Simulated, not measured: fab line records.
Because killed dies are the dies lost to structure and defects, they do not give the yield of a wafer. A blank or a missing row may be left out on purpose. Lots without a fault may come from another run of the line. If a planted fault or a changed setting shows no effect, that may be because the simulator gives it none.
2 desks looking at one fault -- flow n5Finfet -- only its own numbers are on each desk; what lay behind them is given at the end

== DESK OF THE TOOL OWNER: lithoTrack-03 ==
The tool's own readings at N5_SD_EPI_P_COAT_35 (time 60 s, resist thk 35 nm): means of the sampled wafers that have a number, for each lot that ran on this tool. A lot is out of limits, marked OUT, if its mean lies more than 4 standard deviations from the usual mean; the brackets give that distance.
Columns: A = spinSpeedRpm at N5_SD_EPI_P_COAT_35, usual 1500.0 rpm
lot,first seen here,A
L582,day 3 18:10,1499.7
L587,day 5 02:17,1499.7
L589,day 5 14:54,1124.9 (-99 or more) OUT
L592,day 6 09:02,1126.2 (-99 or more) OUT
Finding of this desk: L589, L592 out of limits; the first was L589 at day 5 14:54, on spinSpeedRpm at N5_SD_EPI_P_COAT_35. L582, L587: within limits.

== FROM THE METROLOGY DESK ==
Means of the sampled wafers that have a number, per lot and without regard to the tool the lot ran on: this is what the gauges read. A lot is out of limits, marked OUT, if its mean lies more than 4 standard deviations from the usual mean; the brackets give that distance. 7 of its 10 readings are shown, namely those furthest out on some lot.
Columns: A = DIBL_N at N5_BEOL_M4_RC_MEAS_101, usual 35.9 mV/V; B = DIBL_P at N5_BEOL_M4_RC_MEAS_101, usual 35.9 mV/V; C = IOFF_N at N5_BEOL_M4_RC_MEAS_101, usual 0.155 nA/um; D = IOFF_P at N5_BEOL_M4_RC_MEAS_101, usual 0.201 nA/um; E = ION_P at N5_BEOL_M4_RC_MEAS_101, usual 460 uA/um; F = SS_N at N5_BEOL_M4_RC_MEAS_101, usual 71.6 mV/dec; G = VT_P at N5_BEOL_M4_RC_MEAS_101, usual -251.6 mV
lot,first seen here,A,B,C,D,E,F,G
L582,day 8 14:56,35.6,34.9,0.151,0.215,469,71.6,-248.0
L587,day 10 00:45,34.4,34.1,0.133,0.150,448,71.2,-256.6
L589,day 10 18:28,33.9,32.8,0.129,0.177,457,70.8,-252.7
L592,day 11 05:29,36.2,34.4,0.136,0.178,459,70.9,-254.1
L595,day 12 10:29,36.5,37.6,0.166,0.242,474,71.8,-245.9
L600,day 12 22:28,38.4,39.1,0.198,0.247,465,72.2,-249.8
L599,day 12 22:56,36.1,37.3,0.162,0.210,461,72.4,-251.0
L602,day 13 18:04,36.0,35.3,0.148,0.183,455,71.2,-253.2
Result from this desk: across the 8 lots, nothing is out of limits.

== ALL TOGETHER ==
The tool owner's desk could have raised an alarm at day 5 14:54, on L589, L592.
From the metrology desk's view, nothing was out of limits.
The metrology desk holds a record of L589, L592, inside its limits.
On lithoTrack-03, each named lot ran N5_SD_EPI_P_COAT_35.

== WHAT THE SIMULATOR PUT IN ==
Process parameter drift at N5_SD_EPI_P_COAT_35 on lithoTrack-03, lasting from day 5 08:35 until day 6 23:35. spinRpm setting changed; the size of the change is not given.
Lots struck among those shown: L589, L592.
Delay in hours, fault start to first out-of-limits reading, by desk: the tool owner's desk at 6.
